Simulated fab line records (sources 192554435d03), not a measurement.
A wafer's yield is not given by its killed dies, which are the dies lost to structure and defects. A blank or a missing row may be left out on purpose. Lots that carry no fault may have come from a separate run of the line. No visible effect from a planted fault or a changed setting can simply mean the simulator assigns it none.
Matching of chambers | flow n5-finfet | 4 sister chambers for N5_BEOL_M3_VIA_ETCH_34 on rie-diel-05
The step etches the open film in C4F6/O2, target depth 69.4 nm, time 65.9 s. 8 wafers are shown with their chamber, then 7 later ones without.

## EACH WAFER AND ITS CHAMBER
wafer  | chamber | rf-vpp-V (V) | showerhead-plenum-p-Torr (Torr)
L079.3 | 3       | 691          | 2.97
L079.6 | 1       | 639          | 2.84
L080.3 | 0       | 677          | 2.73
L080.6 | 0       | 678          | 2.73
L086.3 | 1       | 638          | 2.83
L086.5 | 2       | 644          | 2.85
L088.1 | 2       | 644          | 2.85
L088.3 | 3       | 692          | 2.96

## WAFERS WHOSE CHAMBER IS MISSING
wafer  | rf-vpp-V (V) | showerhead-plenum-p-Torr (Torr)
L088.5 | 637          | 2.83
L089.1 | 692          | 2.96
L089.2 | 644          | 2.85
L089.6 | 637          | 2.83
L091.1 | 637          | 2.83
L091.5 | 690          | 2.96
L091.6 | 645          | 2.85

## WHICH CHAMBER EACH ONE RAN IN
wafer  | from the rows above | in truth
L088.5 | 1                   | 1
L089.1 | 3                   | 3
L089.2 | 2                   | 2
L089.6 | 1                   | 1
L091.1 | 1                   | 1
L091.5 | 3                   | 3
L091.6 | 2                   | 2
Correct placement for 7 of the 7. Can't be placed from these rows: 0. Number placed wrongly: 0.
How it was worked out, from the rows above alone: a wafer's distance from a chamber is the root of the sum, over the readings, of the square of ((its reading less the chamber's mean) divided by the reading's scatter). If the next closest chamber is less than 2 further off than the closest, the wafer can't be placed; otherwise it belongs to the closest. Each chamber's mean is taken over the wafers shown for it. How the scatter is found: for the shown wafers, subtract from each reading the mean of its chamber, square and add these, divide the total by (wafers less chambers), then take the root.
